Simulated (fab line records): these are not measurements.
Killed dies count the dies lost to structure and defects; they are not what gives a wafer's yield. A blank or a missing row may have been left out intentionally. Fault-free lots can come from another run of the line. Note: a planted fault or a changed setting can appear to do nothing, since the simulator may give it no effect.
Which tool is to blame? -- flow n5Finfet -- 26 wafers from 9 lots sampled at 5 of the route's 1938 steps

WHAT THE GAUGES SHOWED, per wafer
N5_BEOL_M4_RC_MEAS_101.
lot,measured,on,DIBL_N (mV/V)
L668,day 8 09:32,prober-01,37.8 35.9 36.7
L669,day 9 00:53,prober-02,34.6 36.3 35.7
L670,day 9 02:39,prober-01,34.6 37.2 35.8
L672,day 9 09:17,prober-01,41.1 36.9 38.0
L673,day 10 03:05,prober-02,37.8 37.4 36.2
L676,day 10 11:20,prober-01,36.3 37.4
L679,day 11 09:25,prober-02,36.8 36.2 37.0
L682,day 12 05:31,prober-01,35.6 36.9 36.6
L688,day 14 09:27,prober-01,36.2 36.6 34.8

WHICH TOOL RAN EACH LOT (tool, then ch and the chambers of the sampled wafers, then the start)
lot,N5_BEOL_M0_SAQP_RECESS_114,N5_BEOL_M0_SAQP_SPACER1_ALD_98,N5_BEOL_M0_SAQP_SPACER1_ETCHBACK_99,N5_BEOL_M0_SAQP_STRIP_108
L668,"vaporEtch-01 ch 0,1, day 6 07:12","aldSin-02 ch 0,1,3, day 6 07:35","rieDiel-03 ch 0,1,2, day 6 08:05","rieDiel-03 ch 0,1,3, day 6 09:07"
L669,"vaporEtch-02 ch 0,1, day 6 18:28","aldSin-04 ch 0,1,3, day 6 18:51","rieDiel-04 ch 0,1,3, day 6 19:20","rieDiel-04 ch 0,1,3, day 6 20:20"
L670,"vaporEtch-01 ch 0,1, day 6 22:22","aldSin-02 ch 1,3, day 6 22:50","rieDiel-05 ch 0,3, day 6 23:22","rieDiel-03 ch 0,1,2, day 7 00:25"
L672,"vaporEtch-01 ch 0,1, day 7 08:35","aldSin-03 ch 2,3, day 7 08:58","rieDiel-03 ch 2,3, day 7 09:37","rieDiel-04 ch 0,2, day 7 10:43"
L673,"vaporEtch-02 ch 0,1, day 7 18:32","aldSin-03 ch 0,3, day 7 19:07","rieDiel-04 ch 2,3, day 7 19:38","rieDiel-04 ch 0,1,3, day 7 20:50"
L676,"vaporEtch-01 ch 0,1, day 8 10:52","aldSin-03 ch 2,3, day 8 11:56","rieDiel-04 ch 0,3, day 8 12:13","rieDiel-04 ch 1,2, day 8 13:43"
L679,"vaporEtch-01 ch 0,1, day 9 01:38","aldSin-03 ch 0,1,2, day 9 01:59","rieDiel-05 ch 1,2, day 9 02:28","rieDiel-03 ch 1,2,3, day 9 03:46"
L682,"vaporEtch-01 ch 0,1, day 9 20:40","aldSin-03 ch 1,2, day 9 21:03","rieDiel-05 ch 0,3, day 9 21:32","rieDiel-04 ch 0,3, day 9 22:32"
L688,"vaporEtch-02 ch 0, day 11 03:56","aldSin-02 ch 1,3, day 11 04:19","rieDiel-05 ch 0,1,3, day 11 04:47","rieDiel-05 ch 0,1, day 11 05:50"
- N5_BEOL_M0_SAQP_RECESS_114: chemistry HF/NH3, target SiO2, target depth 14.4 nm, afs cycles 3, sublimation time 60 s.
- N5_BEOL_M0_SAQP_SPACER1_ALD_98: deposits SiO2, target thk 12.8 nm, pulse time 1 s, purge time 2 s.
- N5_BEOL_M0_SAQP_SPACER1_ETCHBACK_99: etches SiO2 in CHF3/O2, target depth 15.4 nm, time 7.7 s.
- N5_BEOL_M0_SAQP_STRIP_108: strips in N2/H2.

THE ANSWER, worked out from the rows above alone
Rule: the lots themselves supply what counts as usual. The widest of any qualifying gaps counts: lots, ordered by their means at a reading, are off when they make up no more than a third of the lots, leave a main group of 4 or more, and stand apart from it by 3 or more times the standard deviation of that group's means. If all means in a main group match to the digits the tables above print for the reading, that group is not used. Also off: a lot with no number at a reading for which 4 or more lots have one. The other lots that the step has rows for count as sound.
No lot is off on any of the readings shown, so nothing can be concluded from this.

WHAT WAS PUT IN BY THE SIMULATOR
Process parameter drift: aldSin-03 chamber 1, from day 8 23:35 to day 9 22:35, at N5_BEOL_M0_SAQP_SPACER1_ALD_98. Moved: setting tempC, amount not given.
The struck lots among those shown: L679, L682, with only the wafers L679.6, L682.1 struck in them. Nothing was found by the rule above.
